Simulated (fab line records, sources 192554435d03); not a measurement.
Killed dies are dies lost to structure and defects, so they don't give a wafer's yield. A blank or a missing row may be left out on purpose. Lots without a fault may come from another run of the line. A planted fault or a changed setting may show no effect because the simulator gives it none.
fab line records | flow n5_finfet
record lots=6 wafers=18 last_day=17
route steps=1938 shown BEOL_M10@1470
lots that met no fault: from a run of the same line without faults
start_h: hours from the record's first day to the start of the lot's first wafer shown | wait_h: hours since the lot's step before | " the same as in the row above | L1.1+2: a row that stands for several wafers | - no value, or no start given | * or withheld: withheld | < > ~ a bound
route shown NAME@n: a module of which the file shows steps, and the number in the route of the first | usual: mean/standard deviation of fault-free wafers | same: alike in all rows | chamber/n: place in a boat | sites: the reading at each site | _std_site: their standard deviation | _edge_site: outer sites' mean less inner sites' | radius_mm: how far each site lies from the wafer's centre | mask NAME#n: copy n | behind: the tool/chamber that last shaped the wafer | hold: why the lot was held/for how many hours/how that ended | device: the transistor (n, p or np) that didn't switch | end of line: the same wafers' tests at the end of the route | a step without rows: its recipe alone | killed: dies lost to structure and defects at the first sort, not the wafer's yield | map: a wafer's dies, x killed, . not, _ none there
set.NAME: the setting as run; set.NAME@STEP: as run at that earlier step | model.NAME: the simulator's own value behind a step, which no gauge read
lots at some steps of the route; a table a step, a row a wafer
services: from which hour (start_h, from the record's first day; less than 0 if before it) a tool's chamber was out of use, for how many hours, and why
## steps
# step N5_BEOL_M10_ILD_DEP_00
# recipe material=SiCOH_lowk target_thk_a=3085.1 temp_c=300 precursor=DEMS/porogen pressure_torr=5 rf_w=500 time_s=58
# usual chamber_pressure_Torr=5.001/0.011 heater_power_w=311/59 showerhead_plenum_p_Torr=5.730/0.014 throttle_valve_pct=13.9/1
# columns lot.wafer tool chamber start_h wait_h chamber_pressure_Torr heater_power_w showerhead_plenum_p_Torr throttle_valve_pct
L217.2 pecvd-04 2 231.11 0.0 4.991 307 5.741 13.3
L217.3 " 2 " " 4.989 317 5.730 13.0
L217.4 " 0 " " 4.994 308 5.725 15.7
L226.2 pecvd-04 2 291.99 0.0 5.001 299 5.716 13.2
L226.3 " 0 " " 5.005 263 5.720 16.1
L226.6 " 0 " " 5.005 280 5.732 15.7
L228.2 pecvd-01 0 314.38 0.0 5.010 252 5.715 13.6
L228.3 " 2 " " 5.007 454 5.735 14.2
L228.4 " 0 " " 5.008 265 5.724 13.3
L232.2 pecvd-01 1 331.41 0.0 4.988 361 5.698 13.7
L232.3 " 0 " " 4.992 263 5.716 13.2
L232.5 " 0 " " 5.007 279 5.722 13.3
L231.2 pecvd-04 2 343.17 0.0 4.984 300 5.730 13.3
L231.5 " 1 " " 5.001 297 5.754 12.9
L231.6 " 0 " " 5.000 299 5.732 15.9
L234.1 pecvd-01 0 359.80 0.0 4.999 238 5.698 13.0
L234.2 " 2 " " 5.019 474 5.731 14.5
L234.4 " 1 " " 5.011 336 5.708 13.9
# step N5_BEOL_M10_CURE_71
# recipe temp_c=385 time_s=240 ambient=He/Ar material=SiCOH_lowk
# usual lamp_power_pct=52.32/0.052 wafer_temp_C_max=386.9/0.54
# columns lot.wafer tool chamber start_h wait_h lamp_power_pct wafer_temp_C_max
L217.2 uv_cure-02 1 231.29 0.2 52.40 386.3
L217.3 " 1 " " 52.22 386.8
L217.4 " 1 " " 52.35 386.7
L226.2 uv_cure-02 2 292.38 0.4 52.31 387.3
L226.3 " 2 " " 52.29 387.2
L226.6 " 2 " " 52.22 387.4
L228.2 uv_cure-01 0 314.54 0.1 52.33 387.0
L228.3 " 0 " " 52.32 387.6
L228.4 " 0 " " 52.32 386.5
L232.2 uv_cure-01 2 331.57 0.1 52.40 386.7
L232.3 " 2 " " 52.34 387.8
L232.5 " 2 " " 52.22 387.2
L231.2 uv_cure-03 2 343.33 0.1 52.33 386.8
L231.5 " 2 " " 52.26 386.6
L231.6 " 2 " " 52.26 387.4
L234.1 uv_cure-02 0 359.88 0.0 52.31 386.8
L234.2 " 0 " " 52.30 387.6
L234.4 " 0 " " 52.27 386.7
# step N5_BEOL_M10_THK_MEAS_01
# recipe reads=SiCOH_lowk_of_BEOL_M10_ILD_DEP_00
# usual M10_ILD_THK=267/4.3
# columns lot.wafer tool chamber start_h wait_h M10_ILD_THK[nm]
L217.2 film_metro-01 - 231.73 0.4 264
L217.3 " - " " 265
L217.4 " - " " 268
L226.2 film_metro-01 - 292.81 0.4 262
L226.3 " - " " 263
L226.6 " - " " 268
L228.2 film_metro-02 - 314.97 0.4 260
L228.3 " - " " 267
L228.4 " - " " 267
L232.2 film_metro-02 - 332.00 0.4 268
L232.3 " - " " 265
L232.5 " - " " 269
L231.2 film_metro-01 - 343.76 0.4 266
L231.5 " - " " 264
L231.6 " - " " 268
L234.1 film_metro-01 - 360.39 0.4 266
L234.2 " - " " 275
L234.4 " - " " 272
# step N5_BEOL_M10_PECVD_70
# recipe material=SiO2 target_thk_a=200 temp_c=400 precursor=TEOS/O2 pressure_torr=5.5 rf_w=450 teos_flow_sccm=53.8 gas=O2 flow_sccm=3000 time_s=22.7
# usual chamber_pressure_Torr=5.498/0.013 heater_power_w=728/120 showerhead_plenum_p_Torr=8.75/0.051 throttle_valve_pct=22.5/1.6
# columns lot.wafer tool chamber start_h wait_h chamber_pressure_Torr heater_power_w showerhead_plenum_p_Torr throttle_valve_pct
L217.2 pecvd-04 0 231.76 0.0 5.492 745 8.71 25.7
L217.3 " 0 " " 5.506 767 8.73 25.7
L217.4 " 2 " " 5.500 671 8.74 21.1
L226.2 pecvd-04 0 292.85 0.0 5.504 625 8.73 25.7
L226.3 " 2 " " 5.494 722 8.75 21.2
L226.6 " 0 " " 5.520 635 8.73 25.7
L228.2 pecvd-01 1 315.01 0.0 5.516 781 8.65 22.7
L228.3 " 0 " " 5.508 596 8.69 21.5
L228.4 " 0 " " 5.520 592 8.74 21.3
L232.2 pecvd-04 0 332.04 0.0 5.485 743 8.72 25.7
L232.3 " 1 " " 5.485 611 8.81 21.3
L232.5 " 1 " " 5.491 624 8.83 21.5
L231.2 pecvd-02 0 343.80 0.0 5.491 612 8.83 23.5
L231.5 " 0 " " 5.499 616 8.84 23.3
L231.6 " 1 " " 5.483 588 8.74 22.3
L234.1 pecvd-04 1 360.43 0.0 5.513 704 8.81 21.4
L234.2 " 2 " " 5.495 823 8.73 21.3
L234.4 " 1 " " 5.500 697 8.81 21.4
# step N5_BEOL_M10_HM_DEP_02
# recipe material=TiN target_thk_a=200 temp_c=25 chamber_pressure_pa=0.49996
# usual throttle_valve_pct=29.7/0.94
# columns lot.wafer tool chamber start_h wait_h throttle_valve_pct
L217.2 pvd_sputter-01 - 234.33 2.5 29.2
L217.3 " - " " 30.5
L217.4 " - " " 29.3
L226.2 pvd_sputter-01 - 292.99 0.1 29.2
L226.3 " - " " 30.3
L226.6 " - " " 29.2
L228.2 pvd_sputter-02 - 317.59 2.6 29.9
L228.3 " - " " 31.2
L228.4 " - " " 27.9
L232.2 pvd_sputter-01 - 333.01 0.9 30.2
L232.3 " - " " 29.1
L232.5 " - " " 29.1
L231.2 pvd_sputter-02 - 345.06 1.2 29.9
L231.5 " - " " 31.1
L231.6 " - " " 28.4
L234.1 pvd_sputter-03 - 361.57 1.1 28.7
L234.2 " - " " 31.4
L234.4 " - " " 29.7
# step N5_BEOL_M10_COAT_59
# recipe resist=SOC temp_c=250 time_s=60 spin_rpm=1500 resist_thk_nm=100
# step N5_BEOL_M10_COAT_60
# recipe resist=SiARC temp_c=220 time_s=60 spin_rpm=1500 resist_thk_nm=30
# step N5_BEOL_M10_COAT_05
# recipe resist=CAR-ArF spin_rpm=1500 resist_thk_nm=90
# step N5_BEOL_M10_EBR_07
# recipe solvent=PGMEA ebr_width_mm=1.5
# step N5_BEOL_M10_SOFTBAKE_06
# recipe temp_c=110 time_s=60 resist=CAR-ArF
# step N5_BEOL_M10_EXPOSE_08
# recipe mask_id=M10 na=1.35 source_shape=dipole sigma_inner=0.411 sigma_outer=0.611 polarization=te dose_mj=53.75
# step N5_BEOL_M10_PEB_09
# recipe peb_temp_c=withheld peb_time_s=60 resist=CAR-ArF
# step N5_BEOL_M10_DEVELOP_10
# recipe develop_time_s=30 developer=TMAH resist=CAR-ArF rinse_liquid=diw dry=air_spin dev_temp_c=23
# usual chill_plate_temp_C=23.01/0.11 develop_time_s=30/0
# columns lot.wafer tool chamber start_h wait_h chill_plate_temp_C develop_time_s model.CAR-ArF_of_BEOL_M10_COAT_05.thk_nm
L217.2 litho_track-05 0 234.76 - 23.05 30 88.2
L217.3 " 0 " " 23.12 30 88.4
L217.4 " 0 " " 23.14 30 88.4
L226.2 litho_track-02 - 293.30 - - - 90.2
L226.3 " - " " - - 90.4
L226.6 " - " " - - 90.6
L228.2 litho_track-02 - 318.03 - - - 90.2
L228.3 " - " " - - 90.4
L228.4 " - " " - - 90.4
L232.2 litho_track-01 0 333.32 - 23.21 30 88.2
L232.3 " 0 " " 23.30 30 88.2
L232.5 " 0 " " 23.10 30 88.2
L231.2 litho_track-02 0 345.37 - 22.89 30 88.6
L231.5 " 0 " " 23.02 30 88.4
L231.6 " 0 " " 23.04 30 88.2
L234.1 litho_track-05 0 362.01 - 23.13 30 88.8
L234.2 " 0 " " 23.07 30 89
L234.4 " 0 " " 22.99 30 88.8
# step N5_BEOL_M10_CD_MEAS_11
# recipe target_cd_nm=64.1 landing_energy_ev=500 detector=se_inlens polarity=opening
# usual cd_nm=63.8/0.69
# columns lot.wafer tool chamber start_h wait_h cd_nm
L217.2 cd_sem-02 0 234.82 - 64.1
L217.3 " 0 " " 64.9
L217.4 " 0 " " 65.0
L226.2 cd_sem-02 0 293.36 - -
L226.3 " 0 " " -
L226.6 " 0 " " -
L228.2 cd_sem-03 0 318.09 - -
L228.3 " 0 " " -
L228.4 " 0 " " -
L232.2 cd_sem-02 0 333.38 - 64.3
L232.3 " 0 " " 65.1
L232.5 " 0 " " 63.6
L231.2 cd_sem-03 0 345.43 - 63.9
L231.5 " 0 " " 62.2
L231.6 " 0 " " 64.1
L234.1 cd_sem-01 0 362.07 - 64.5
L234.2 " 0 " " 62.9
L234.4 " 0 " " 63.7
## services
# columns tool chamber start_h hours kind
uv_cure-03 - 208.83 2.1 pm
pecvd-04 0 216.06 5.5 scheduled_down
pecvd-04 1 226.55 5.5 scheduled_down
pecvd-02 2 242.56 2.1 scheduled_down
uv_cure-01 - 249.66 0.5 repair
uv_cure-01 - 250.81 0.8 repair
litho_track-01 - 262.23 - consumable_replace:filter
uv_cure-03 - 264.08 1.0 pm
pecvd-02 - 271.91 2.8 pm
pecvd-01 1 276.15 2.1 scheduled_down
uv_cure-01 - 276.86 1.2 repair
pecvd-01 - 283.28 4.3 pm
uv_cure-01 - 292.76 14.6 pm
pvd_sputter-02 - 311.06 2.8 repair
uv_cure-03 - 323.29 7.1 pm
uv_cure-01 - 346.62 11.6 repair
pvd_sputter-03 - 348.61 9.2 repair
litho_track-01 - 353.04 - consumable_replace:filter
pecvd-01 2 358.99 - calibration
## key
first_sign step=N5_BEOL_M10_DEVELOP_10 reading=tool_record direction=missing
effect none on later readings
model_effect step=N5_BEOL_M10_DEVELOP_10 value=CAR-ArF_of_BEOL_M10_COAT_05.thk_nm without=88.73 struck=90.37
met_at N5_BEOL_M10_DEVELOP_10
struck_wafers L226.2,L226.3,L226.6,L228.2,L228.3,L228.4
later_rows_left_out L226.2,L226.3,L226.6,L228.2,L228.3,L228.4
sort_left_out L226.2,L226.3,L226.6,L228.2,L228.3,L228.4
fault kind=skipped_step_whole tool=litho_track-02 chamber=- onset_h=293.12 steps=N5_BEOL_M10_DEVELOP_10 scope=struck_lots_only
# sort_left_out: the simulated sort isn't trusted on such a fault, so these wafers' sort isn't shown, and their yield isn't known
# later_rows_left_out: the simulator's readings of these wafers behind a module that went badly wrong aren't trusted and aren't shown, but for the sort
